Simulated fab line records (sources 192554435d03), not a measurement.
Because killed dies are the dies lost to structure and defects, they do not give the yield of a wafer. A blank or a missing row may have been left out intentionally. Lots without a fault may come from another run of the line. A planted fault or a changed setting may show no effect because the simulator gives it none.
Which tool is to blame? / flow n5-finfet / 7 lots with 21 wafers sampled at 4 steps, on a route of 1938 steps

== WHAT EACH GAUGE READ, for each wafer ==
N5_BEOL_M12_CD_MEAS_17: target cd 140 nm.
lot=L823; measured=day 11 23:58; on=cd-sem-01; cd-nm (nm)=137.9 139.8 139.9
lot=L824; measured=day 12 15:13; on=cd-sem-01; cd-nm (nm)=- - -
lot=L828; measured=day 13 23:20; on=cd-sem-02; cd-nm (nm)=139.3 139.9 142.0
lot=L835; measured=day 15 07:48; on=cd-sem-01; cd-nm (nm)=141.0 140.9 140.7
lot=L836; measured=day 15 12:04; on=cd-sem-02; cd-nm (nm)=137.9 138.7 141.7
lot=L840; measured=day 16 16:24; on=cd-sem-01; cd-nm (nm)=142.3 138.3 140.4
lot=L844; measured=day 18 02:42; on=cd-sem-03; cd-nm (nm)=140.3 142.9 141.6

== TOOL THAT RAN EACH LOT (tool first, then ch and the chambers of the sampled wafers, then the start) ==
lot=L823; N5_BEOL_M12_DESCUM_15=rie-diel-02 ch 0,1,2, day 11 23:29; N5_BEOL_M12_VIA_ETCH_16=rie-diel-02 ch 0,1,2, day 11 23:34; N5_BEOL_M12_STRIP_63=plasma-asher-02 ch 0,1, day 11 23:46
lot=L824; N5_BEOL_M12_DESCUM_15=rie-diel-04 ch 0,3, day 12 14:44; N5_BEOL_M12_VIA_ETCH_16=rie-diel-04 ch 0,3, day 12 14:49; N5_BEOL_M12_STRIP_63=plasma-asher-01 ch 0,1, day 12 15:01
lot=L828; N5_BEOL_M12_DESCUM_15=rie-diel-05 ch 0,1, day 13 22:51; N5_BEOL_M12_VIA_ETCH_16=rie-diel-05 ch 0,1, day 13 22:56; N5_BEOL_M12_STRIP_63=plasma-asher-01 ch 0,1, day 13 23:08
lot=L835; N5_BEOL_M12_DESCUM_15=rie-diel-04 ch 1,2,3, day 15 07:18; N5_BEOL_M12_VIA_ETCH_16=rie-diel-04 ch 1,2,3, day 15 07:23; N5_BEOL_M12_STRIP_63=plasma-asher-01 ch 0,1, day 15 07:35
lot=L836; N5_BEOL_M12_DESCUM_15=rie-diel-02 ch 1,3, day 15 11:35; N5_BEOL_M12_VIA_ETCH_16=rie-diel-02 ch 1,3, day 15 11:40; N5_BEOL_M12_STRIP_63=plasma-asher-01 ch 0,1, day 15 11:52
lot=L840; N5_BEOL_M12_DESCUM_15=rie-diel-05 ch 0,1,3, day 16 15:54; N5_BEOL_M12_VIA_ETCH_16=rie-diel-05 ch 0,1,3, day 16 15:59; N5_BEOL_M12_STRIP_63=plasma-asher-01 ch 0,1, day 16 16:13
lot=L844; N5_BEOL_M12_DESCUM_15=rie-diel-02 ch 0,2, day 18 02:13; N5_BEOL_M12_VIA_ETCH_16=rie-diel-02 ch 0,2, day 18 02:17; N5_BEOL_M12_STRIP_63=plasma-asher-01 ch 0,1, day 18 02:29
- N5_BEOL_M12_DESCUM_15: chemistry O2, time 7.9 s.
- N5_BEOL_M12_VIA_ETCH_16: etches SiOC in C4F8/O2/Ar, target depth 724.8 nm.
- N5_BEOL_M12_STRIP_63: strips in N2/H2.

== THE ANSWER, worked out from the rows above alone ==
Rule: usual is defined by the lots themselves. Put in order of their means at a reading, lots are off if they are a third of the lots or fewer, leave a main group of 4 or more, and stand apart from it by a gap of 3 or more times the standard deviation of the main group's means; of several such gaps the widest counts. Not used: any main group whose means are identical at the precision the tables above print for the reading. A lot without any number at a reading at which 4 lots or more have one is off too. Any other lot the step has rows for is counted as sound.
Off at N5_BEOL_M12_CD_MEAS_17 (cd-nm): L824. Without a number there: L824. Mean 140.3 nm and standard deviation 0.81 in the main group.
If a tool, at a process step before that reading, ran all the lots that are off and no sound lot after the first of them, it fits. Those tools and the gauges at N5_BEOL_M12_CD_MEAS_17 are tried in the same way. No candidate that was tried fits.

== WHAT THE SIMULATOR HAD INSERTED ==
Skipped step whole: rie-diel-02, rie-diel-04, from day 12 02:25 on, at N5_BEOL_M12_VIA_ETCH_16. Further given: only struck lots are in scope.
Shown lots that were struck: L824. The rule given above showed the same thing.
